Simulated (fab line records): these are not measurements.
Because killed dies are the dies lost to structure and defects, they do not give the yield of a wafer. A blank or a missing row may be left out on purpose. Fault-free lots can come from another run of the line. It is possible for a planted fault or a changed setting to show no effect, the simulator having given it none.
Chamber matching :: flow n5-finfet :: N5_HKMG_FIN_ALD_75 on ald-hk-02 has 4 sister chambers
The step deposits Al2O3, target thk 1 nm, co reactant pulse time 1 s. 7 wafers are shown with their chamber, then 7 later ones without.

## WAFERS WITH THEIR CHAMBER
wafer: L076.1
chamber: 0
heater-power-w (W): 133
precursor-pulse-height-rel: 1.011

wafer: L079.6
chamber: 2
heater-power-w (W): 126
precursor-pulse-height-rel: 1.011

wafer: L085.1
chamber: 3
heater-power-w (W): 150
precursor-pulse-height-rel: 1.036

wafer: L085.3
chamber: 0
heater-power-w (W): 131
precursor-pulse-height-rel: 1.001

wafer: L085.4
chamber: 2
heater-power-w (W): 126
precursor-pulse-height-rel: 1.013

wafer: L087.1
chamber: 3
heater-power-w (W): 144
precursor-pulse-height-rel: 0.995

wafer: L087.4
chamber: 1
heater-power-w (W): 127
precursor-pulse-height-rel: 0.987

## WAFERS MISSING THEIR CHAMBER
wafer: L087.5
heater-power-w (W): 130
precursor-pulse-height-rel: 1.007

wafer: L090.2
heater-power-w (W): 147
precursor-pulse-height-rel: 1.009

wafer: L090.4
heater-power-w (W): 130
precursor-pulse-height-rel: 0.988

wafer: L090.5
heater-power-w (W): 148
precursor-pulse-height-rel: 1.020

wafer: L093.1
heater-power-w (W): 131
precursor-pulse-height-rel: 1.000

wafer: L093.2
heater-power-w (W): 146
precursor-pulse-height-rel: 1.009

wafer: L093.6
heater-power-w (W): 130
precursor-pulse-height-rel: 0.983

## EACH ONE'S CHAMBER
wafer: L087.5
from the rows above: can't be placed: 0 or 2 or 1
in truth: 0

wafer: L090.2
from the rows above: 3
in truth: 3

wafer: L090.4
from the rows above: can't be placed: 1 or 0 or 2
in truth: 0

wafer: L090.5
from the rows above: 3
in truth: 3

wafer: L093.1
from the rows above: can't be placed: 0 or 1 or 2
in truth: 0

wafer: L093.2
from the rows above: 3
in truth: 3

wafer: L093.6
from the rows above: can't be placed: 1 or 0 or 2
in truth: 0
3 of 7 placed correctly. Cannot be placed on the basis of these rows: 4; the candidates contain the true chamber in 4. Wrongly placed: 0.
How it was worked out, from the rows above alone: a wafer's distance from a chamber is the root of the sum, over the readings, of the square of ((its reading less the chamber's mean) divided by the reading's scatter). If the next closest chamber is less than 2 further off than the closest, the wafer can't be placed; otherwise it belongs to the closest. The mean given for a chamber averages the wafers shown for that chamber. How the scatter is found: for the shown wafers, subtract from each reading the mean of its chamber, square and add these, divide the total by (wafers less chambers), then take the root.
